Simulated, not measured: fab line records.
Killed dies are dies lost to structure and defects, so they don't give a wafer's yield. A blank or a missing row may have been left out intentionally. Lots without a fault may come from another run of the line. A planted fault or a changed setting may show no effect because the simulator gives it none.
fab line records    flow n5_finfet
record: lots: 10  wafers: 30  last_day: 18
route steps=1938 shown BEOL_M4@1111 BEOL_M12@1637 BEOL_M13@1669 PASSIVATION@1936
lots with no fault: from the same line, run without faults
start_h: the number of hours between the record's first day and the start of the first shown wafer of the lot    wait_h: how many hours have passed since the lot's step before this one    " unchanged from the row above    L1.1+2: a row that stands for several wafers    - no value, or no start was given    * or withheld: withheld    < > ~ a bound
route shown NAME@n: names a module that has steps shown in the file, with the first one's number in the route    usual: mean/standard deviation of fault-free wafers    same: alike in all rows    chamber/n: place in a boat    sites: the reading at each site    _std_site: the values' standard deviation    _edge_site: outer sites' mean less inner sites'    radius_mm: for every site, how far away it sits from the centre of the wafer    mask NAME#n: copy n    behind: the last tool/chamber to shape the wafer    hold: reason for holding the lot/hours on hold/outcome of the hold    device: transistor that didn't switch, given as n, p or np    end of line: at the end of the route, the tests of the same wafers    where a step has no rows: the recipe by itself    killed: dies lost to structure and defects at the first sort, not the wafer's yield    map: dies across one wafer; x = killed, . = not, _ = none there
set.NAME: the run value of the setting; set.NAME@STEP: its run value at that earlier step    model.NAME: the simulator's own value behind a step, which no gauge read
a sample of lots followed through the steps of the route, with each step as a table and each wafer as a row
services: a tool's chamber out of use, with start hour (start_h, from the record's first day; less than 0 if before it), hours out, and reason
== steps ==
step: N5_BEOL_M4_RC_MEAS_101
usual: DIBL_N: 35.7/1.3  DIBL_P: 35.4/1.8  IOFF_N: 0.152/0.027  IOFF_P: 0.20/0.034  ION_N: 672/9.8  ION_P: 461/7.5  SS_N: 71.4/0.55  SS_P: 73.1/0.61  VT_N: 251/3.3  VT_P: -251/3.6
lot.wafer  tool       chamber  start_h  wait_h  DIBL_N[mV/V]  DIBL_P[mV/V]  IOFF_N[nA/um]  IOFF_P[nA/um]  ION_N[uA/um]  ION_P[uA/um]  SS_N[mV/dec]  SS_P[mV/dec]  VT_N[mV]  VT_P[mV]
L672.1     prober-02  0        162.74   0.0     37.2          39.2          0.199          0.27           681           469           72.2          74.2          247       -244
L672.4     "          0        "        "       35.0          38.2          0.160          0.24           672           465           71.1          73.9          248       -246
L672.5     "          0        "        "       35.2          36.6          0.161          0.22           684           467           71.0          73.7          248       -247
L674.1     prober-01  0        179.12   0.0     38.6          38.5          0.217          0.30           674           468           72.4          74.4          248       -244
L674.2     "          0        "        "       34.7          32.9          0.139          0.21           671           463           71.0          72.9          251       -249
L674.4     "          0        "        "       34.8          34.2          0.144          0.22           673           460           71.6          73.5          251       -248
L675.1     prober-02  0        181.19   0.0     34.3          36.0          0.149          0.18           676           457           70.9          72.8          252       -255
L675.2     "          0        "        "       34.6          34.9          0.144          0.17           664           455           71.6          72.0          254       -253
L675.5     "          0        "        "       33.5          35.0          0.146          0.17           670           459           70.7          73.0          251       -252
L680.2     prober-02  0        218.47   0.6     33.7          32.3          0.114          0.16           666           458           70.7          72.2          256       -253
L680.4     "          0        "        "       35.1          34.0          0.131          0.19           674           463           71.6          72.7          255       -253
L680.6     "          0        "        "       33.6          32.7          0.112          0.17           666           467           72.0          72.5          255       -255
L686.1     prober-01  0        260.59   0.0     36.5          35.6          0.155          0.21           667           460           71.5          73.4          252       -252
L686.4     "          0        "        "       36.3          37.1          0.163          0.23           668           465           71.2          72.8          250       -247
L686.6     "          0        "        "       35.8          35.7          0.149          0.20           663           460           71.9          72.5          250       -248
L688.1     prober-01  0        261.82   0.0     35.0          34.7          0.129          0.19           657           458           71.1          73.4          253       -250
L688.3     "          0        "        "       34.2          32.8          0.116          0.16           658           456           71.4          72.4          257       -252
L688.4     "          0        "        "       34.6          33.7          0.115          0.17           653           453           70.1          72.1          256       -250
L691.1     prober-01  0        275.44   0.0     35.3          34.9          0.143          0.18           676           459           71.4          72.9          252       -253
L691.3     "          0        "        "       34.3          33.2          0.123          0.17           666           457           70.4          72.6          254       -254
L691.4     "          0        "        "       34.0          33.3          0.126          0.18           667           460           70.9          72.6          252       -252
L693.3     prober-02  0        286.21   0.3     35.3          35.0          0.137          0.18           679           464           70.7          72.9          254       -252
L693.4     "          0        "        "       37.8          38.1          0.182          0.22           689           468           71.5          73.6          249       -249
L693.6     "          0        "        "       35.5          35.2          0.137          0.18           678           466           71.0          73.5          250       -253
L694.1     prober-01  0        308.16   0.0     34.3          34.6          0.123          0.18           663           458           71.2          72.0          253       -252
L694.4     "          0        "        "       36.4          36.6          0.150          0.20           673           464           71.5          73.5          250       -250
L694.5     "          0        "        "       35.3          35.2          0.124          0.17           667           456           71.2          72.7          253       -251
L695.1     prober-02  0        318.48   0.0     34.8          33.5          0.121          0.19           674           459           70.5          73.0          254       -252
L695.3     "          0        "        "       33.8          32.4          0.104          0.17           653           457           70.8          72.3          259       -253
L695.5     "          0        "        "       35.4          34.7          0.132          0.20           668           467           71.3          73.0          252       -249
step: N5_BEOL_M12_ETCH_68
recipe: chemistry: N2/H2  target: SOC  mask_material: SiARC  source_w: 3000  bias_w: 350  temp_c: 40  time_s: 285  ion_energy_ev: 200  pressure_mtorr: 30  n2_flow_sccm: 200  h2_flow_sccm: 200
usual: drypump_motor_current_A: 5.6/0.46  oes_product_au: 0.82/0.062  rf_vpp_V: 524.2/2.8  showerhead_plenum_p_Torr: 2.55/0.096  throttle_valve_pct: 17.74/0.18
lot.wafer  tool         chamber  start_h  wait_h  drypump_motor_current_A  oes_product_au  rf_hours_counter_h  rf_vpp_V  showerhead_plenum_p_Torr  throttle_valve_pct
L672.1     rie_diel-05  2        236.43   0.1     5.7                      0.84            88                  521.1     2.46                      17.96
L672.4     "            3        "        "       5.0                      0.85            47                  528.9     2.69                      17.50
L672.5     "            2        "        "       5.6                      0.83            -                   522.1     2.46                      17.96
L675.1     rie_diel-05  3        252.47   0.1     5.0                      0.84            52                  528.1     2.69                      17.51
L675.2     "            0        "        "       5.5                      0.83            62                  522.0     2.47                      17.52
L675.5     "            2        "        "       5.7                      0.84            -                   522.1     2.45                      17.96
L674.1     rie_diel-05  2        253.02   0.1     5.7                      0.83            94                  521.8     2.45                      17.97
L674.2     "            3        "        "       5.0                      0.84            53                  527.0     2.69                      17.53
L674.4     "            0        "        "       5.6                      0.84            62                  522.8     2.47                      17.54
L680.2     rie_diel-05  2        278.16   0.1     5.6                      0.82            104                 521.6     2.45                      17.98
L680.4     "            3        "        "       5.0                      0.82            62                  529.1     2.69                      17.52
L680.6     "            1        "        "       6.1                      0.86            -                   524.1     2.57                      17.50
L688.1     rie_diel-01  3        323.47   0.1     5.3                      0.75            155                 522.0     2.44                      17.57
L688.3     "            1        "        "       5.7                      0.93            12                  523.0     2.49                      17.52
L688.4     "            0        "        "       6.2                      0.91            24                  522.0     2.50                      17.84
L686.1     rie_diel-06  3        327.21   0.1     5.7                      0.87            37                  524.9     2.59                      17.77
L686.4     "            1        "        "       6.3                      0.79            -                   527.7     2.68                      17.97
L686.6     "            2        "        "       5.8                      0.97            -                   523.6     2.50                      17.59
L691.1     rie_diel-01  1        336.44   0.1     5.6                      0.93            15                  521.3     2.48                      17.53
L691.3     "            0        "        "       6.2                      0.91            28                  522.6     2.50                      17.88
L691.4     "            2        "        "       5.3                      0.73            176                 520.5     2.43                      17.79
L693.3     rie_diel-05  0        352.74   0.1     5.5                      0.80            100                 521.2     2.45                      17.60
L693.4     "            2        "        "       5.7                      0.79            129                 520.3     2.44                      18.03
L693.6     "            3        "        "       5.0                      0.80            -                   526.5     2.68                      17.59
L694.1     rie_diel-05  1        370.87   0.1     6.1                      0.81            87                  524.9     2.56                      17.55
L694.4     "            2        "        "       5.6                      0.78            136                 521.1     2.44                      18.04
L694.5     "            1        "        "       6.1                      0.81            -                   524.8     2.56                      17.56
L695.1     rie_diel-05  1        384.04   0.1     6.1                      0.81            91                  524.0     2.56                      17.56
L695.3     "            0        "        "       5.5                      0.79            111                 518.5     2.45                      17.60
L695.5     "            2        "        "       5.6                      0.79            -                   520.8     2.44                      18.05
step: N5_BEOL_M12_DEGAS_41
recipe: ambient: vacuum  temp_c: 250  time_s: 60
usual: heater_power_w: 350/31
lot.wafer  tool            chamber  start_h  wait_h  heater_power_w
L672.1     pvd_sputter-01  -        240.11   0.6     360
L672.4     "               -        "        "       353
L672.5     "               -        "        "       333
L675.1     pvd_sputter-02  -        255.32   0.1     414
L675.2     "               -        "        "       340
L675.5     "               -        "        "       324
L674.1     pvd_sputter-02  -        255.68   0.2     419
L674.2     "               -        "        "       332
L674.4     "               -        "        "       355
L680.2     pvd_sputter-03  -        279.68   0.3     349
L680.4     "               -        "        "       296
L680.6     "               -        "        "       342
L688.1     pvd_sputter-01  -        324.39   0.3     334
L688.3     "               -        "        "       329
L688.4     "               -        "        "       361
L686.1     pvd_sputter-03  -        332.49   0.3     303
L686.4     "               -        "        "       291
L686.6     "               -        "        "       347
L691.1     pvd_sputter-02  -        337.78   0.6     423
L691.3     "               -        "        "       371
L691.4     "               -        "        "       338
L693.3     pvd_sputter-01  -        355.01   0.4     327
L693.4     "               -        "        "       370
L693.6     "               -        "        "       333
L694.1     pvd_sputter-02  -        372.01   0.3     418
L694.4     "               -        "        "       343
L694.5     "               -        "        "       429
L695.1     pvd_sputter-01  -        384.88   0.1     363
L695.3     "               -        "        "       342
L695.5     "               -        "        "       349
step: N5_BEOL_M12_DEP_53
recipe: material: SiCN  target_thk_a: 300  temp_c: withheld  precursor: 3MS/NH3  pressure_torr: 3  rf_w: 675  time_s: 10.5
usual: chamber_pressure_Torr: 2.999/0.0061  rf_fwd_power_W: 666/3.5  showerhead_plenum_p_Torr: 4.15/0.03  throttle_valve_pct: 17.3/1.1
lot.wafer  tool      chamber  start_h  wait_h  chamber_pressure_Torr  rf_fwd_power_W  showerhead_plenum_p_Torr  throttle_valve_pct
L672.1     pecvd-02  2        241.42   0.0     3.002                  669             4.17                      16.4
L672.4     "         1        "        "       3.002                  670             4.12                      16.7
L672.5     "         0        "        "       2.995                  665             4.13                      17.1
L675.1     pecvd-04  1        258.79   0.0     2.992                  665             4.12                      18.3
L675.2     "         2        "        "       2.992                  666             4.21                      15.8
L675.5     "         2        "        "       2.998                  665             4.19                      15.7
L674.1     pecvd-04  1        259.34   0.0     2.999                  664             4.12                      18.0
L674.2     "         2        "        "       2.994                  670             4.20                      15.6
L674.4     "         1        "        "       2.999                  664             4.12                      18.3
L680.2     pecvd-04  1        280.90   0.0     2.998                  666             4.11                      17.9
L680.4     "         1        "        "       2.996                  663             4.11                      18.1
L680.6     "         1        "        "       2.994                  663             4.12                      18.2
L688.1     pecvd-01  0        326.39   0.0     -                      -               -                         -
L688.3     "         2        "        "       -                      -               -                         -
L688.4     "         2        "        "       -                      -               -                         -
L686.1     pecvd-04  0        334.23   0.0     -                      -               -                         -
L686.4     "         1        "        "       -                      -               -                         -
L686.6     "         2        "        "       -                      -               -                         -
L691.1     pecvd-01  1        339.28   0.0     -                      -               -                         -
L691.3     "         2        "        "       -                      -               -                         -
L691.4     "         2        "        "       -                      -               -                         -
L693.3     pecvd-04  2        356.18   0.0     3.003                  665             4.20                      15.5
L693.4     "         1        "        "       3.004                  662             4.12                      18.0
L693.6     "         2        "        "       2.999                  668             4.20                      16.0
L694.1     pecvd-02  1        373.67   0.0     2.999                  668             4.12                      16.7
L694.4     "         1        "        "       3.000                  671             4.12                      16.4
L694.5     "         2        "        "       3.003                  669             4.16                      16.8
L695.1     pecvd-04  2        386.03   0.0     3.001                  664             4.20                      15.6
L695.3     "         0        "        "       3.002                  665             4.15                      17.3
L695.5     "         0        "        "       2.995                  662             4.14                      17.4
step: N5_BEOL_M13_CD_MEAS_10
recipe: target_cd_nm: 190  landing_energy_ev: 500  detector: se_inlens  polarity: opening
usual: cd_nm: 189.9/1.3
lot.wafer  tool       chamber  start_h  wait_h  cd_nm
L672.1     cd_sem-02  0        242.00   -       189.7
L672.4     "          0        "        "       189.8
L672.5     "          0        "        "       189.9
L675.1     cd_sem-02  0        259.51   -       191.0
L675.2     "          0        "        "       189.2
L675.5     "          0        "        "       189.5
L674.1     cd_sem-03  0        259.94   -       189.3
L674.2     "          0        "        "       190.2
L674.4     "          0        "        "       188.8
L680.2     cd_sem-02  0        281.50   -       189.5
L680.4     "          0        "        "       189.7
L680.6     "          0        "        "       189.6
L693.3     cd_sem-01  0        356.76   -       190.4
L693.4     "          0        "        "       191.7
L693.6     "          0        "        "       191.5
L694.1     cd_sem-02  0        374.37   -       187.7
L694.4     "          0        "        "       188.5
L694.5     "          0        "        "       186.8
L695.1     cd_sem-03  0        386.80   -       190.3
L695.3     "          0        "        "       191.2
L695.5     "          0        "        "       190.3
step: N5_PASSIVATION_PROBE_49
usual: defect_limited_yield: 91.5/1.3  killed_at_M0_to_M3: 33/11  killed_at_M4_up: 14/5.3  killed_at_contacts: 11/6.3  killed_at_front_end: 38/10  killed_at_other: 3.7/2.8  killed_dies: 101/16  killed_on_rim: 13/3.4  killed_open: 67/12  killed_short: 32/7.4  sort_bin_5_function: 5.0/0.86  sort_bin_6_memory: 3.2/0.69  sort_n_pass: 1079/16  sort_yield_pct: 91.5/1.3
same: gross_dies: 1180  killed_at_back_side: 0  sort_bin_4_leakage[%]: 0  sort_bin_8_speed[%]: 0
lot.wafer  tool       chamber  start_h  wait_h  defect_limited_yield[%]  killed_at_M0_to_M3  killed_at_M4_up  killed_at_contacts  killed_at_front_end  killed_at_other  killed_dies  killed_on_rim  killed_open  killed_short  sort_bin_5_function[%]  sort_bin_6_memory[%]  sort_n_pass  sort_yield_pct[%]
L688.1     prober-02  -        362.77   0.0     0                        41                  1087             3                   42                   7                1180         152            48           49            96.3                    3.3                   0            0
L688.3     prober-02  -        362.87   0.1     0                        28                  1100             8                   44                   0                1180         152            66           31            97.3                    2.3                   0            0
L688.4     prober-02  -        362.92   0.2     0                        48                  1096             2                   28                   6                1180         152            57           34            96.4                    3.4                   0            0
L686.1     prober-01  -        364.95   0.0     0                        34                  1109             6                   27                   4                1180         152            75           23            96.4                    3.5                   0            0
L686.4     prober-01  -        365.10   0.2     0                        26                  1103             6                   32                   13               1180         152            55           37            97.0                    2.7                   0            0
L686.6     prober-01  -        365.20   0.3     0                        21                  1092             14                  38                   15               1180         152            64           32            96.0                    3.6                   0            0
L691.1     prober-01  -        372.02   0.0     0                        31                  1102             7                   38                   2                1180         152            58           30            97.1                    2.5                   0            0
L691.3     prober-01  -        372.12   0.1     0                        28                  1092             12                  45                   3                1180         152            68           30            95.7                    3.9                   0            0
L691.4     prober-01  -        372.17   0.2     0                        24                  1116             5                   33                   2                1180         152            36           37            97.5                    2.2                   0            0
killed by level:class
L688.1 BEOL_M12:area_dep=1081 FIN_SAQP:geometric_particle:short=12 BEOL_M0_SAQP:geometric_particle:short=11 BEOL_M3:geometric_particle:open=8 BEOL_M0_SAQP:geometric_particle:open=8 BEOL_M1:geometric_particle:open=8 STI_FIN_REVEAL:geometric_particle:open=7 STI_FIN_REVEAL:geometric_particle:short=6
L688.3 BEOL_M12:area_dep=1083 STI_FIN_REVEAL:geometric_particle:open=13 FIN_SAQP:geometric_particle:short=11 MOL_CONTACT_COAG:geometric_particle:open=7 BEOL_M3:geometric_particle:open=7 BEOL_M0_SAQP:geometric_particle:open=6 FIN_SAQP:geometric_particle:open=5 DUMMY_GATE:geometric_particle:open=5
L688.4 BEOL_M12:area_dep=1089 STI_FIN_REVEAL:geometric_particle:open=11 BEOL_M3:geometric_particle:open=11 BEOL_M0_SAQP:geometric_particle:short=10 BEOL_M0_SAQP:geometric_particle:open=9 FIN_SAQP:geometric_particle:short=5 BEOL_M0:geometric_particle:open=5 BEOL_M1:geometric_particle:open=4
L686.1 BEOL_M12:area_dep=1081 BEOL_M4:geometric_particle:open=20 BEOL_M3:geometric_particle:open=9 MOL_CONTACT_COAG:geometric_particle:open=6 BEOL_M0:geometric_particle:open=6 STI_FIN_REVEAL:geometric_particle:open=4 FIN_SAQP:geometric_particle:open=3 FIN_SAQP:geometric_particle:short=3
L686.4 BEOL_M12:area_dep=1088 BEOL_M1:geometric_particle:open=7 BEOL_M3:geometric_particle:open=7 MIM_BOT:geometric_particle:short=7 DUMMY_GATE:geometric_particle:open=6 GATE_CUT:geometric_particle:open=5 FIN_SAQP:geometric_particle:short=4 MOL_CONTACT_COAG:geometric_particle:open=4
L686.6 BEOL_M12:area_dep=1084 MOL_CONTACT_COAG:geometric_particle:open=8 BEOL_M2:geometric_particle:open=8 MIM_BOT:geometric_particle:open=7 MOL_CONTACT_COAG:geometric_particle:short=6 STI_FIN_REVEAL:geometric_particle:open=5 GATE_CUT:geometric_particle:open=5 FIN_SAQP:geometric_particle:open=4
L691.1 BEOL_M12:area_dep=1089 FIN_SAQP:geometric_particle:open=9 BEOL_M0_SAQP:geometric_particle:short=9 BEOL_M0_SAQP:geometric_particle:open=9 FIN_SAQP:geometric_particle:short=7 MOL_CONTACT_COAG:geometric_particle:open=7 BEOL_M2:geometric_particle:open=6 DUMMY_GATE:geometric_particle:open=4
L691.3 BEOL_M12:area_dep=1079 MOL_CONTACT_COAG:geometric_particle:open=11 FIN_SAQP:geometric_particle:open=10 BEOL_M2:geometric_particle:open=9 FIN_SAQP:geometric_particle:short=6 GATE_CUT:geometric_particle:short=6 BEOL_M0_SAQP:geometric_particle:open=6 DUMMY_GATE:geometric_particle:open=5
L691.4 BEOL_M12:area_dep=1104 BEOL_M0_SAQP:geometric_particle:short=8 FIN_SAQP:geometric_particle:open=6 FIN_SAQP:geometric_particle:short=6 GATE_CUT:geometric_particle:short=5 MOL_CONTACT_COAG:geometric_particle:open=5 BEOL_M4:geometric_particle:open=5 BEOL_M0_SAQP:geometric_particle:open=4
== services ==
tool            chamber  start_h  hours  kind
pecvd-01        -        224.56   28.1   pm
rie_diel-01     0        246.77   -      clean
rie_diel-01     0        246.77   -      consumable_replace:focus_ring
rie_diel-01     0        246.77   17.1   scheduled_down
rie_diel-01     0        246.77   17.1   vent_cycle
rie_diel-06     0        248.46   12.2   repair
rie_diel-06     2        253.30   11.7   repair
pecvd-04        0        258.64   22.5   repair
rie_diel-01     1        263.83   -      clean
rie_diel-01     1        263.83   -      consumable_replace:focus_ring
pecvd-02        2        274.35   22.4   repair
pecvd-04        0        281.17   2.1    scheduled_down
pvd_sputter-03  -        285.89   3.8    repair
pecvd-04        0        298.85   17.7   repair
pecvd-02        0        303.38   4.9    repair
pecvd-04        -        321.96   2.3    repair
rie_diel-06     0        323.11   6.4    repair
rie_diel-05     -        328.94   1.0    repair
rie_diel-06     1        331.98   7.0    repair
rie_diel-01     3        338.74   10.4   repair
rie_diel-06     2        343.55   9.0    repair
rie_diel-01     1        346.23   5.1    repair
pvd_sputter-02  -        351.75   1.1    repair
pecvd-02        1        375.39   12.3   repair
== key ==
first_sign: step: N5_BEOL_M12_DEP_53  reading: tool_record  direction: missing
effect: step: N5_PASSIVATION_PROBE_49  reading: killed_at_M4_up  direction: up  sigmas: 99+  usual: 14  struck: 1100
more_kills_born_at: N5_BEOL_M12_DEP_53@pecvd-01: 6525  N5_BEOL_M12_DEP_53@pecvd-04: 3253
met_at N5_BEOL_M12_DEP_53
struck_lots L686,L688,L691
later_rows_left_out L686.1,L686.4,L686.6,L688.1,L688.3,L688.4,L691.1,L691.3,L691.4
not_acting_at N5_BEOL_M12_ETCH_68,N5_BEOL_M12_DEGAS_41,N5_BEOL_M13_CD_MEAS_10
onset_between 280.90 326.39
fault: kind: skipped_step_whole  tool: pecvd-01,pecvd-04  chamber: -  onset_h: 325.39  steps: N5_BEOL_M12_DEP_53  scope: struck_lots_only
later_rows_left_out: the simulator's readings of these wafers behind a module that went badly wrong aren't trusted and aren't shown, but for the sort
